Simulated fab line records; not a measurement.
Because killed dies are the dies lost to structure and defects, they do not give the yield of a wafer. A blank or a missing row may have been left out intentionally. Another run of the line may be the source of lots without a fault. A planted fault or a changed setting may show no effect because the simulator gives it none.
Which tool was responsible? / flow n5_finfet / 18 wafers from 6 lots sampled at 2 of the route's 1938 steps

WHAT THE GAUGES SHOWED, per wafer
N5_PASSIVATION_OVL_MEAS_63.
lot=L930; measured=day 12 08:25; on=overlay-01; PAD_OVL (nm)=-4 -8 0
lot=L932; measured=day 13 06:16; on=overlay-02; PAD_OVL (nm)=0 -5 4
lot=L937; measured=day 14 08:47; on=overlay-02; PAD_OVL (nm)=-4 -3 -3
lot=L946; measured=day 17 08:14; on=overlay-01; PAD_OVL (nm)=0 5 4
lot=L948; measured=day 17 04:11; on=overlay-02; PAD_OVL (nm)=7 12 5
lot=L951; measured=day 17 23:22; on=overlay-01; PAD_OVL (nm)=16 4 6

WHAT TOOL EACH LOT RAN ON (gives the tool, then ch and the chambers of the sampled wafers, and finally the start)
lot=L930; N5_GATE_CUT_STRIP_21=plasma_asher-01 ch 0,1, day 5 00:29
lot=L932; N5_GATE_CUT_STRIP_21=plasma_asher-01 ch 0,1, day 5 11:08
lot=L937; N5_GATE_CUT_STRIP_21=plasma_asher-01 ch 0,1, day 6 16:49
lot=L946; N5_GATE_CUT_STRIP_21=plasma_asher-01 ch 0,1, day 8 23:07
lot=L948; N5_GATE_CUT_STRIP_21=plasma_asher-01 ch 0,1, day 9 09:58
lot=L951; N5_GATE_CUT_STRIP_21=plasma_asher-01 ch 0,1, day 10 06:16
- N5_GATE_CUT_STRIP_21: strips in N2/H2, time 30 s.

THE ANSWER, worked out from the rows above alone
Rule: what is usual is taken from the lots themselves. Put in order of their means at a reading, lots are off if they are a third of the lots or fewer, leave a main group of 4 or more, and stand apart from it by a gap of 3 or more times the standard deviation of the main group's means; of several such gaps the widest counts. If all means in a main group match to the digits the tables above print for the reading, that group is not used. A lot without any number at a reading at which 4 lots or more have one is off too. The other lots that the step has rows for count as sound.
Across all readings shown, no lot is off: no conclusion can be drawn from this.

WHAT THE SIMULATOR HAD INSERTED
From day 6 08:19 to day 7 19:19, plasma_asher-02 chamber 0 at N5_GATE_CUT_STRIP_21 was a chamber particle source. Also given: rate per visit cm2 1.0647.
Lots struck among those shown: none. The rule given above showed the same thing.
